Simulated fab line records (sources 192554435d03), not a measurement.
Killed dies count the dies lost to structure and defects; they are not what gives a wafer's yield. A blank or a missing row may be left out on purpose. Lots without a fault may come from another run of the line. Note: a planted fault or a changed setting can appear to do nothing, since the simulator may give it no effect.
Matching of chambers | flow n5Finfet | N5_SD_EPI_N_LINER_46 on aldSin-04 has 4 sister chambers
The step material SiNx, target thk 3 nm. 20 wafers are shown with their chamber, then 10 later ones without.

== EACH WAFER AND ITS CHAMBER ==
wafer  | chamber | heaterPowerW (W)
L074.2 | 3       | 740
L074.3 | 1       | 816
L074.5 | 2       | 1022
L078.2 | 2       | 1046
L078.3 | 3       | 741
L078.6 | 2       | 1080
L082.1 | 0       | 722
L082.2 | 2       | 1006
L082.5 | 0       | 717
L085.3 | 1       | 868
L085.5 | 3       | 742
L085.6 | 1       | 853
L086.1 | 1       | 853
L086.2 | 2       | 1014
L086.4 | 3       | 758
L087.4 | 0       | 695
L087.5 | 3       | 742
L087.6 | 2       | 1040
L090.1 | 2       | 995
L090.2 | 3       | 754

SIGNATURES (averages over the wafers above)
reading      | chamber 0 | chamber 1 | chamber 2 | chamber 3 | scatter within a chamber
heaterPowerW | 711.33    | 847.50    | 1029.00   | 746.17    | 21.1
Rule: for a wafer and a chamber, the distance is found by dividing, reading by reading, the gap between the wafer's reading and the chamber's mean by the reading's scatter, squaring, summing and taking the root. The wafer belongs to the nearest chamber; if the next one is less than 2 further off, it can't be placed. The scatter: take each reading less its chamber's mean, square it, sum over the shown wafers, divide by the number of wafers less the number of chambers, and take the root.

== WAFERS WITH NO CHAMBER GIVEN ==
wafer  | heaterPowerW (W)
L090.4 | 731
L091.1 | 742
L091.3 | 1022
L091.6 | 753
L094.1 | 750
L094.2 | 1027
L094.3 | 709
L094.4 | 854
L094.5 | 714
L094.6 | 757

== THE CHAMBER EACH PASSED THROUGH ==
wafer  | from the rows above     | in truth
L090.4 | can't be placed: 3 or 0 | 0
L091.1 | can't be placed: 3 or 0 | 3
L091.3 | 2                       | 2
L091.6 | can't be placed: 3 or 0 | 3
L094.1 | can't be placed: 3 or 0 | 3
L094.2 | 2                       | 2
L094.3 | can't be placed: 0 or 3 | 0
L094.4 | 1                       | 1
L094.5 | can't be placed: 0 or 3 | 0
L094.6 | can't be placed: 3 or 0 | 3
3 of 10 placed correctly. Unplaceable from these rows: 7, with the true chamber sitting among the candidates in 7. Wrongly placed: 0.
